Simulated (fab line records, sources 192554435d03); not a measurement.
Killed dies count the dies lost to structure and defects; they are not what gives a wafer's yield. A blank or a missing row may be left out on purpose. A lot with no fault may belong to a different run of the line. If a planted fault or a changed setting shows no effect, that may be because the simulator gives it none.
fab line records | flow n5Finfet
record: lots: 5 wafers: 15 lastDay: 18
route steps=1938 shown BEOL_M2@879 BEOL_M4@1111 PASSIVATION@1936
lots untouched by any fault: they come from a run of this same line in which no faults occurred
startH: hours from the record's first day to the start of the lot's first wafer shown | waitH: hours elapsed since this lot's preceding step | " the same as in the row above | L1.1+2: a row that stands for several wafers | - either no value or no given start | * or withheld: withheld | < > ~ a bound
route shown NAME@n: a module of which the file shows steps, and the number in the route of the first | usual: mean and standard deviation over wafers with no fault | same: alike in all rows | chamber/n: place in a boat | sites: each site's reading | _std_site: standard deviation across them | _edge_site: the outer-site mean with the inner-site mean subtracted | radiusMm: for every site, how far away it sits from the centre of the wafer | mask NAME#n: copy n | behind: tool/chamber where the wafer was last shaped | hold: the reason the lot was held/the length of the hold in hours/how it ended | device: transistor that didn't switch, given as n, p or np | end of line: tests of these same wafers at the route's end | a step given without rows: its recipe and nothing more | killed: at the first sort, the dies lost to defects and structure; wafer yield is something else | map: a wafer's dies, x killed, . not, _ none there
set.NAME: setting as actually run; set.NAME@STEP: the setting as run at that earlier step | model.NAME: the simulator's own value behind a step, which no gauge read
certain route steps with their lots: each step a table, each wafer a row
services: when a tool's chamber went out of use (startH, in hours from the record's first day, below 0 if earlier), for how many hours, and the reason
== steps ==
step: N5_BEOL_M2_DESCUM_33
recipe: chemistry: O2 timeS: 7 sourcePowerW: 50 biasPowerW: 20 pressureMtorr: 20 rfFrequencyHz: 2.712e+07 tempC: 40 resist: CAR-EUV o2FlowSccm: 225
step: N5_BEOL_M2_ETCH_77
recipe: chemistry: N2/H2 target: underlayer targetDepthA: 65 maskMaterial: CAR-EUV timeS: 5.2 ionEnergyEv: 200 pressureMtorr: 30 sourceW: 840 biasW: 150 n2FlowSccm: 200 h2FlowSccm: 200 ends: cleared
step: N5_BEOL_M2_ETCH_69
recipe: chemistry: CF4 target: SiARC targetDepthA: 156 maskMaterial: CAR-EUV timeS: 26 ionEnergyEv: 80 pressureMtorr: 40 sourceW: 545 biasW: 36 Ar_flow_sccm: 100 cf4FlowSccm: 100 ends: cleared
step: N5_BEOL_M2_ALD_98
recipe: material: SiO2 targetThkA: 25 tempC: 100 aldPrecursorFamily: BDEAS aldCoReactant: O2-plasma pulseTimeS: 1 coReactantPulseTimeS: 1 purgeTimeS: 2 coReactantPurgeTimeS: 2 aldCycles: 17 pressureTorr: 2
step: N5_BEOL_M2_ETCHBACK_99
recipe: chemistry: CHF3 target: SiO2 targetDepthA: 50 timeS: 10.4 sourceW: 215 biasW: 47 Ar_flow_sccm: 200 CHF3_flow_sccm: 12 ionEnergyEv: 100 pressureMtorr: 30
step: N5_BEOL_M2_ETCH_70
recipe: chemistry: N2/H2 target: SOC targetDepthA: 800 overetchA: 240 maskMaterial: SiARC tempC: 40 timeS: 130 ionEnergyEv: 200 pressureMtorr: 30 sourceW: 840 biasW: 150 n2FlowSccm: 200 h2FlowSccm: 200
step: N5_BEOL_M2_STRIP_71
recipe: chemistry: N2/H2 tempC: 40 n2FlowSccm: 200 h2FlowSccm: 200 rfFrequencyHz: 6e+07
step: N5_BEOL_M2_STRIP_78
recipe: chemistry: N2/H2 tempC: 40 n2FlowSccm: 200 h2FlowSccm: 200 rfFrequencyHz: 6e+07
step: N5_BEOL_M2_VIA_ETCH_34
recipe: chemistry: C4F6/O2 targetDepthA: 694 maskMaterial: SOC pressureMtorr: 15 ionEnergyEv: 250 taperDeg: 4 timeS: 65.9 sourceW: 350 biasW: 170 Ar_flow_sccm: 300 C4F6_flow_sccm: 10 O2_flow_sccm: 10
step: N5_BEOL_M2_STRIP_83
recipe: chemistry: C4F6/O2 resist: SiARC rfFrequencyHz: 6e+07
step: N5_BEOL_M2_STRIP_36
recipe: chemistry: N2/H2 powerW: 450 tempC: 40 pressureMtorr: 20 rfFrequencyHz: 6e+07 overashFraction: 0.3 biasPowerW: 7 h2Frac: 0.5 n2FlowSccm: 200 h2FlowSccm: 200
usual: biasPowerW: 6.997/0.024 chamberPressureMTorr: 20.00/0.032 drypumpMotorCurrentA: 5.7/0.44 oesProductAu: 0.79/0.096 overashFraction: 0.3/0 rfVppV: 59.1/1.4 showerheadPlenumPTorr: 2.50/0.078 throttleValvePct: 23.83/0.3
columns lot.wafer tool chamber startH waitH biasPowerW chamberPressureMTorr drypumpMotorCurrentA oesProductAu overashFraction rfHoursCounterH rfVppV showerheadPlenumPTorr throttleValvePct model.SOC_of_BEOL_M2_COAT_67.thkNm model.SiO2_of_BEOL_M2_ALD_98.thkNm
L763.1 rieDiel-03 0 213.24 0.0 6.944 20.02 5.7 0.73 0.3 180 59.2 2.43 24.07 0 0
L763.2 " 2 " " 7.007 20.04 5.8 0.89 0.3 39 60.0 2.69 23.65 0 0
L763.3 " 3 " " 6.971 20.03 5.3 0.69 0.3 224 60.3 2.51 23.55 0 0
L765.1 rieDiel-05 3 222.78 0.0 - - - - - - - - - 52.4 2.6
L765.4 " 2 " " - - - - - - - - - 52.2 2.6
L765.6 " 2 " " - - - - - - - - - 52.2 2.6
L767.1 rieDiel-06 0 242.32 0.0 - - - - - - - - - 51.8 2.4
L767.2 " 3 " " - - - - - - - - - 51.8 2.4
L767.5 " 1 " " - - - - - - - - - 52.2 2.4
L768.1 rieDiel-03 2 242.76 0.0 - - - - - - - - - 52 2.4
L768.2 " 1 " " - - - - - - - - - 51.4 2.4
L768.3 " 3 " " - - - - - - - - - 52 2.6
L774.3 rieDiel-05 0 289.17 0.0 6.987 20.01 6.5 0.87 0.3 40 57.3 2.48 23.20 0 0
L774.5 " 1 " " 6.967 19.96 6.5 0.70 0.3 - 59.9 2.40 24.06 0 0
L774.6 " 0 " " 6.983 19.98 6.5 0.87 0.3 - 62.0 2.48 23.21 0 0
step: N5_BEOL_M2_TRENCH_ETCH_37
recipe: chemistry: C4F6/O2 targetDepthA: 555.55 target: SiOC timeS: 29.2 ionEnergyEv: 250 pressureMtorr: 30 sourceW: 355 biasW: 185 Ar_flow_sccm: 300 C4F6_flow_sccm: 10 O2_flow_sccm: 10
step: N5_BEOL_M2_ETCH_41
recipe: chemistry: CH3F/O2 target: SiCN targetDepthA: 299 taperDeg: 2 timeS: 52.5 ionEnergyEv: 120 maskMaterial: TiN pressureMtorr: 30 sourceW: 395 biasW: 75 Ar_flow_sccm: 150 CH3F_flow_sccm: 30 O2_flow_sccm: 20
usual: drypumpMotorCurrentA: 5.7/0.43 mfcArSccm: 150.0/0.47 oesProductAu: 0.78/0.098 rfVppV: 296.7/1.5 showerheadPlenumPTorr: 1.97/0.062 throttleValvePct: 16.39/0.28
columns lot.wafer tool chamber startH waitH drypumpMotorCurrentA mfcArSccm oesProductAu rfHoursCounterH rfVppV showerheadPlenumPTorr throttleValvePct model.SOC_of_BEOL_M2_COAT_67.thkNm
L763.1 rieDiel-03 0 - - 5.7 151.1 0.73 180 294.7 1.90 16.55 0
L763.2 " 2 " " 5.8 150.7 0.89 40 300.2 2.12 16.16 0
L763.3 " 3 " " 5.3 151.0 0.69 224 297.1 1.97 16.30 0
L765.1 rieDiel-05 3 222.85 0.0 5.4 151.5 0.69 224 296.3 1.97 16.81 36.2
L765.4 " 2 " " 6.2 150.7 0.71 197 298.0 1.98 16.47 35.8
L765.6 " 2 " " 6.3 149.8 0.72 - 297.3 1.98 16.47 35.8
L767.1 rieDiel-06 0 242.39 0.0 5.7 149.9 0.92 17 296.6 1.96 16.23 35
L767.2 " 3 " " 4.9 150.7 0.98 8 297.3 1.97 16.44 34.8
L767.5 " 1 " " 5.8 149.8 0.74 - 296.9 1.92 16.57 35.8
L768.1 rieDiel-03 2 242.83 0.0 5.8 149.6 0.86 54 300.6 2.12 16.20 35.4
L768.2 " 1 " " 5.4 149.8 0.96 8 295.4 1.96 16.34 34.8
L768.3 " 3 " " 5.3 150.1 0.68 237 296.2 1.96 16.33 35.8
L774.3 rieDiel-05 0 - - 6.4 149.7 0.88 40 296.2 1.95 15.84 0
L774.5 " 1 " " 6.5 149.8 0.70 - 294.7 1.89 16.61 0
L774.6 " 0 " " 6.5 148.9 0.88 - 295.8 1.95 15.85 0
step: N5_BEOL_M2_STRIP_97
recipe: chemistry: N2/H2 timeS: 10 powerW: 450 tempC: 40 pressureMtorr: 20 rfFrequencyHz: 6e+07 biasPowerW: 7 n2FlowSccm: 200 h2FlowSccm: 200
step: N5_BEOL_M4_RC_MEAS_101
usual: DIBL_N: 35.9/1.2 DIBL_P: 35.9/1.4 IOFF_N: 0.149/0.02 IOFF_P: 0.205/0.022 ION_N: 671/8.8 ION_P: 461/5.9 SS_N: 71.4/0.51 SS_P: 73.2/0.56 VT_N: 250.6/2.5 VT_P: -250.1/2.3
columns lot.wafer tool chamber startH waitH DIBL_N[mV/V] DIBL_P[mV/V] IOFF_N[nA/um] IOFF_P[nA/um] ION_N[uA/um] ION_P[uA/um] SS_N[mV/dec] SS_P[mV/dec] VT_N[mV] VT_P[mV]
L763.1 prober-01 0 261.15 0.0 36.1 36.4 0.159 0.195 678 462 71.8 74.0 249.0 -251.3
L763.2 " 0 " " 36.3 36.8 0.158 0.198 671 456 71.2 74.6 251.2 -252.5
L763.3 " 0 " " 36.4 36.4 0.171 0.194 684 456 71.6 73.9 247.1 -250.9
L774.3 prober-02 0 330.95 0.3 38.5 38.4 0.196 0.252 682 464 72.2 74.3 245.5 -247.5
L774.5 " 0 " " 37.3 37.1 0.175 0.231 689 475 71.8 73.5 244.6 -248.9
L774.6 " 0 " " 36.9 36.3 0.155 0.206 675 459 71.9 73.7 251.0 -249.2
step: N5_PASSIVATION_PROBE_49
usual: defectLimitedYield: 91.1/1.4 killed_at_M0_to_M3: 34/10 killed_at_M4_up: 14/5.5 killedAtContacts: 12/5.1 killedAtFrontEnd: 41/12 killedAtOther: 4/3.1 killedDies: 105/17 killedOnRim: 13/3.7 killedOpen: 70/13 killedShort: 33/7.6 sort_bin_5_function: 5.3/0.98 sort_bin_6_memory: 3.3/0.67 sortNPass: 1075/17 sortYieldPct: 91.1/1.4
same: grossDies: 1180 killedAtBackSide: 0 sort_bin_4_leakage[%]: 0 sort_bin_8_speed[%]: 0
columns lot.wafer tool chamber startH waitH defectLimitedYield[%] killed_at_M0_to_M3 killed_at_M4_up killedAtContacts killedAtFrontEnd killedAtOther killedDies killedOnRim killedOpen killedShort sort_bin_5_function[%] sort_bin_6_memory[%] sortNPass sortYieldPct[%]
L763.1 prober-01 - 363.15 0.0 90.8 31 8 5 64 1 109 13 76 31 5.1 3.7 1071 90.8
L767.1 prober-01 - 394.13 0.0 0 1124 11 16 29 0 1180 152 56 18 97.7 2.3 0 0
L767.2 prober-01 - 394.18 0.1 0 1135 15 7 21 2 1180 152 63 25 97.2 2.8 0 0
L767.5 prober-01 - 394.33 0.2 0 1125 18 7 30 0 1180 152 54 24 96.9 3.0 0 0
L768.1 prober-01 - 400.68 0.0 0 1102 18 13 38 9 1180 152 68 33 96.5 3.3 0 0
L768.2 prober-01 - 400.73 0.1 0 1124 18 7 31 0 1180 152 77 18 96.8 3.0 0 0
L768.3 prober-01 - 400.78 0.1 0 1082 18 25 54 1 1180 152 88 36 95.8 3.6 0 0
L765.1 prober-02 - 407.92 0.0 0 1110 18 7 39 6 1180 152 63 36 96.4 3.1 0 0
L765.4 prober-02 - 408.07 0.2 0 1095 8 13 52 12 1180 152 84 45 94.7 4.8 0 0
L765.6 prober-02 - 408.17 0.3 0 1082 19 5 69 5 1180 152 91 39 95.8 4.0 0 0
L774.3 prober-02 - 437.73 0.1 92.1 22 6 12 52 1 93 9 59 33 5.3 2.4 1087 92.1
L774.5 prober-02 - 437.83 0.2 89.7 46 13 11 50 2 122 13 78 44 5.6 4.3 1058 89.7
L774.6 prober-02 - 437.88 0.3 89.8 33 17 28 35 7 120 15 88 28 5.6 4.2 1060 89.8
killed by level:class
L763.1 STI_FIN_REVEAL:geometricParticle:open=19 FIN_SAQP:geometricParticle:open=15 BEOL_M0_SAQP:geometricParticle:open=11 FIN_SAQP:geometricParticle:short=6 GATE_CUT:geometricParticle:short=6 BEOL_M0_SAQP:geometricParticle:short=6 ILD0:geometricParticle:short=5 MOL_CONTACT_COAG:geometricParticle:open=4
L767.1 BEOL_M2:areaEtch=1105 MOL_CONTACT_COAG:geometricParticle:open=15 GATE_CUT:geometricParticle:open=9 STI_FIN_REVEAL:geometricParticle:open=7 BEOL_M0_SAQP:geometricParticle:short=6 GATE_CUT:geometricParticle:short=5 STARTING-WAFER:geometricParticle:open=4 BEOL_M3:geometricParticle:open=3
L767.2 BEOL_M2:areaEtch=1090 BEOL_M1:geometricParticle:open=13 BEOL_M0_SAQP:geometricParticle:short=8 MOL_CONTACT_COAG:geometricParticle:open=7 BEOL_M0_SAQP:geometricParticle:open=7 BEOL_M2:geometricParticle:open=6 BEOL_M4:geometricParticle:open=5 STI_FIN_REVEAL:geometricParticle:open=4
L767.5 BEOL_M2:areaEtch=1101 BEOL_M4:geometricParticle:open=11 STI_FIN_REVEAL:geometricParticle:open=9 FIN_SAQP:geometricParticle:open=6 BEOL_M2:geometricParticle:open=6 MOL_CONTACT_COAG:geometricParticle:open=5 BEOL_M0_SAQP:geometricParticle:short=5 FIN_SAQP:geometricParticle:short=4
L768.1 BEOL_M2:areaEtch=1078 MOL_CONTACT_COAG:geometricParticle:open=10 FIN_SAQP:geometricParticle:open=7 DUMMY_GATE:geometricParticle:open=6 BEOL_M1:geometricParticle:open=6 BEOL_M0_SAQP:geometricParticle:open=5 PASS1_CAP:geometricParticle:open=4 STI_FIN_REVEAL:geometricParticle:open=4
L768.2 BEOL_M2:areaEtch=1084 BEOL_M2:geometricParticle:open=13 BEOL_M0_SAQP:geometricParticle:open=9 FIN_SAQP:geometricParticle:open=8 BEOL_M4:geometricParticle:open=7 BEOL_M3:geometricParticle:open=7 STI_FIN_REVEAL:geometricParticle:open=6 MOL_CONTACT_COAG:geometricParticle:open=6
L768.3 BEOL_M2:areaEtch=1054 MOL_CONTACT_COAG:geometricParticle:open=21 FIN_SAQP:geometricParticle:open=19 BEOL_M4:geometricParticle:open=9 FIN_SAQP:geometricParticle:short=6 STI_FIN_REVEAL:geometricParticle:open=6 GATE_CUT:geometricParticle:short=5 BEOL_M1:geometricParticle:open=5
L765.1 BEOL_M2:areaEtch=1081 BEOL_M3:geometricParticle:open=10 BEOL_M4:geometricParticle:open=9 FIN_SAQP:geometricParticle:short=8 GATE_CUT:geometricParticle:short=8 STI_FIN_REVEAL:geometricParticle:short=6 BEOL_M2:geometricParticle:open=6 STI_FIN_REVEAL:geometricParticle:open=5
L765.4 BEOL_M2:areaEtch=1051 STI_FIN_REVEAL:geometricParticle:open=14 BEOL_M3:geometricParticle:open=11 BEOL_M0_SAQP:geometricParticle:open=9 BEOL_M2:geometricParticle:open=8 MOL_CONTACT_COAG:geometricParticle:open=8 GATE_CUT:geometricParticle:open=7 GATE_CUT:geometricParticle:short=6
L765.6 BEOL_M2:areaEtch=1050 FIN_SAQP:geometricParticle:open=26 BEOL_M2:geometricParticle:open=12 BEOL_M4:geometricParticle:open=11 STI_FIN_REVEAL:geometricParticle:short=10 STI_FIN_REVEAL:geometricParticle:open=9 GATE_CUT:geometricParticle:short=7 BEOL_M0_SAQP:geometricParticle:open=6
L774.3 FIN_SAQP:geometricParticle:open=17 FIN_SAQP:geometricParticle:short=13 MOL_CONTACT_COAG:geometricParticle:open=9 STI_FIN_REVEAL:geometricParticle:open=6 BEOL_M1:geometricParticle:open=6 DUMMY_GATE:geometricParticle:open=5 BEOL_M0_SAQP:geometricParticle:short=4 BEOL_M1:geometricParticle:short=4
L774.5 FIN_SAQP:geometricParticle:short=18 BEOL_M0_SAQP:geometricParticle:open=15 FIN_SAQP:geometricParticle:open=13 BEOL_M0_SAQP:geometricParticle:short=12 BEOL_M2:geometricParticle:open=10 MOL_CONTACT_COAG:geometricParticle:open=7 DUMMY_GATE:geometricParticle:open=4 MOL_CONTACT_COAG:geometricParticle:short=4
L774.6 MOL_CONTACT_COAG:geometricParticle:open=26 BEOL_M2:geometricParticle:open=9 FIN_SAQP:geometricParticle:open=8 BEOL_M0_SAQP:geometricParticle:open=7 FIN_SAQP:geometricParticle:short=6 DUMMY_GATE:geometricParticle:open=6 STI_FIN_REVEAL:geometricParticle:open=5 BEOL_M8:geometricParticle:open=5
map L765.1 (x killed, . not)
_________________xxxxxxxxxxxx________________
______________xxxxxxxxxxxxxxxxxx_____________
___________xxxxxxxxxxxxxxxxxxxxxxxx__________
__________xxxxxxxxxxxxxxxxxxxxxxxxxx_________
________xxxxxxxxxxxxxxxxxxxxxxxxxxxxxx_______
_______xxxxxxxxxxxxxxxxxxxxxxxxxxxxxxxx______
______xxxxxxxxxxxxxxxxxxxxxxxxxxxxxxxxxx_____
_____xxxxxxxxxxxxxxxxxxxxxxxxxxxxxxxxxxxx____
____xxxxxxxxxxxxxxxxxxxxxxxxxxxxxxxxxxxxxx___
___xxxxxxxxxxxxxxxxxxxxxxxxxxxxxxxxxxxxxxxx__
___xxxxxxxxxxxxxxxxxxxxxxxxxxxxxxxxxxxxxxxx__
__xxxxxxxxxxxxxxxxxxxxxxxxxxxxxxxxxxxxxxxxxx_
__xxxxxxxxxxxxxxxxxxxxxxxxxxxxxxxxxxxxxxxxxx_
_xxxxxxxxxxxxxxxxxxxxxxxxxxxxxxxxxxxxxxxxxxxx
_xxxxxxxxxxxxxxxxxxxxxxxxxxxxxxxxxxxxxxxxxxxx
_xxxxxxxxxxxxxxxxxxxxxxxxxxxxxxxxxxxxxxxxxxxx
_xxxxxxxxxxxxxxxxxxxxxxxxxxxxxxxxxxxxxxxxxxxx
_xxxxxxxxxxxxxxxxxxxxxxxxxxxxxxxxxxxxxxxxxxxx
_xxxxxxxxxxxxxxxxxxxxxxxxxxxxxxxxxxxxxxxxxxxx
_xxxxxxxxxxxxxxxxxxxxxxxxxxxxxxxxxxxxxxxxxxxx
_xxxxxxxxxxxxxxxxxxxxxxxxxxxxxxxxxxxxxxxxxxxx
__xxxxxxxxxxxxxxxxxxxxxxxxxxxxxxxxxxxxxxxxxx_
__xxxxxxxxxxxxxxxxxxxxxxxxxxxxxxxxxxxxxxxxxx_
___xxxxxxxxxxxxxxxxxxxxxxxxxxxxxxxxxxxxxxxx__
___xxxxxxxxxxxxxxxxxxxxxxxxxxxxxxxxxxxxxxxx__
____xxxxxxxxxxxxxxxxxxxxxxxxxxxxxxxxxxxxxx___
_____xxxxxxxxxxxxxxxxxxxxxxxxxxxxxxxxxxxx____
______xxxxxxxxxxxxxxxxxxxxxxxxxxxxxxxxxx_____
_______xxxxxxxxxxxxxxxxxxxxxxxxxxxxxxxx______
________xxxxxxxxxxxxxxxxxxxxxxxxxxxxxx_______
__________xxxxxxxxxxxxxxxxxxxxxxxxxx_________
___________xxxxxxxxxxxxxxxxxxxxxxxx__________
______________xxxxxxxxxxxxxxxxxx_____________
_________________xxxxxxxxxxxx________________
map L767.1 (x killed, . not)
_________________xxxxxxxxxxxx________________
______________xxxxxxxxxxxxxxxxxx_____________
___________xxxxxxxxxxxxxxxxxxxxxxxx__________
__________xxxxxxxxxxxxxxxxxxxxxxxxxx_________
________xxxxxxxxxxxxxxxxxxxxxxxxxxxxxx_______
_______xxxxxxxxxxxxxxxxxxxxxxxxxxxxxxxx______
______xxxxxxxxxxxxxxxxxxxxxxxxxxxxxxxxxx_____
_____xxxxxxxxxxxxxxxxxxxxxxxxxxxxxxxxxxxx____
____xxxxxxxxxxxxxxxxxxxxxxxxxxxxxxxxxxxxxx___
___xxxxxxxxxxxxxxxxxxxxxxxxxxxxxxxxxxxxxxxx__
___xxxxxxxxxxxxxxxxxxxxxxxxxxxxxxxxxxxxxxxx__
__xxxxxxxxxxxxxxxxxxxxxxxxxxxxxxxxxxxxxxxxxx_
__xxxxxxxxxxxxxxxxxxxxxxxxxxxxxxxxxxxxxxxxxx_
_xxxxxxxxxxxxxxxxxxxxxxxxxxxxxxxxxxxxxxxxxxxx
_xxxxxxxxxxxxxxxxxxxxxxxxxxxxxxxxxxxxxxxxxxxx
_xxxxxxxxxxxxxxxxxxxxxxxxxxxxxxxxxxxxxxxxxxxx
_xxxxxxxxxxxxxxxxxxxxxxxxxxxxxxxxxxxxxxxxxxxx
_xxxxxxxxxxxxxxxxxxxxxxxxxxxxxxxxxxxxxxxxxxxx
_xxxxxxxxxxxxxxxxxxxxxxxxxxxxxxxxxxxxxxxxxxxx
_xxxxxxxxxxxxxxxxxxxxxxxxxxxxxxxxxxxxxxxxxxxx
_xxxxxxxxxxxxxxxxxxxxxxxxxxxxxxxxxxxxxxxxxxxx
__xxxxxxxxxxxxxxxxxxxxxxxxxxxxxxxxxxxxxxxxxx_
__xxxxxxxxxxxxxxxxxxxxxxxxxxxxxxxxxxxxxxxxxx_
___xxxxxxxxxxxxxxxxxxxxxxxxxxxxxxxxxxxxxxxx__
___xxxxxxxxxxxxxxxxxxxxxxxxxxxxxxxxxxxxxxxx__
____xxxxxxxxxxxxxxxxxxxxxxxxxxxxxxxxxxxxxx___
_____xxxxxxxxxxxxxxxxxxxxxxxxxxxxxxxxxxxx____
______xxxxxxxxxxxxxxxxxxxxxxxxxxxxxxxxxx_____
_______xxxxxxxxxxxxxxxxxxxxxxxxxxxxxxxx______
________xxxxxxxxxxxxxxxxxxxxxxxxxxxxxx_______
__________xxxxxxxxxxxxxxxxxxxxxxxxxx_________
___________xxxxxxxxxxxxxxxxxxxxxxxx__________
______________xxxxxxxxxxxxxxxxxx_____________
_________________xxxxxxxxxxxx________________
== services ==
columns tool chamber startH hours kind
rieDiel-06 3 204.37 - clean
rieDiel-06 3 204.37 - consumableReplace:focusRing
rieDiel-06 3 204.37 20.5 scheduledDown
rieDiel-06 3 204.37 20.5 ventCycle
rieDiel-03 1 211.56 - clean
rieDiel-03 1 211.56 - consumableReplace:focusRing
rieDiel-03 1 211.56 15.2 scheduledDown
rieDiel-03 1 211.56 15.2 ventCycle
rieDiel-05 - 223.81 28.1 pm
rieDiel-05 1 267.39 5.0 repair
rieDiel-03 3 270.33 - clean
rieDiel-03 3 270.33 - consumableReplace:focusRing
rieDiel-03 3 270.33 20.3 scheduledDown
rieDiel-03 3 270.33 20.3 ventCycle
== key ==
firstSign: step: N5_BEOL_M2_STRIP_36 reading: toolRecord direction: missing
effect: step: N5_PASSIVATION_PROBE_49 reading: killed_at_M0_to_M3 direction: up sigmas: 99+ usual: 34 struck: 1109
modelEffect: step: N5_BEOL_M2_STRIP_36 value: SOC_of_BEOL_M2_COAT_67.thkNm without: 0 struck: 52
modelEffect: step: N5_BEOL_M2_ETCH_41 value: SOC_of_BEOL_M2_COAT_67.thkNm without: 0 struck: 35.49
moreKillsBornAt: N5_BEOL_M2_ETCH_41@rieDiel-06: 3296 N5_BEOL_M2_ETCH_41@rieDiel-03: 3216 N5_BEOL_M2_ETCH_41@rieDiel-05: 3182
metAt N5_BEOL_M2_STRIP_36
struckWafers L765.1,L765.4,L765.6,L767.1,L767.2,L767.5,L768.1,L768.2,L768.3
laterRowsLeftOut L765.1,L765.4,L765.6,L767.1,L767.2,L767.5,L768.1,L768.2,L768.3
onsetBetween 213.24 222.78
fault: kind: skippedStepWhole tool: rieDiel-03,rieDiel-05,rieDiel-06 chamber: - onsetH: 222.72 steps: N5_BEOL_M2_STRIP_36 scope: struckLotsOnly
laterRowsLeftOut: the simulator's readings of these wafers behind a module that went badly wrong aren't trusted and aren't shown, but for the sort
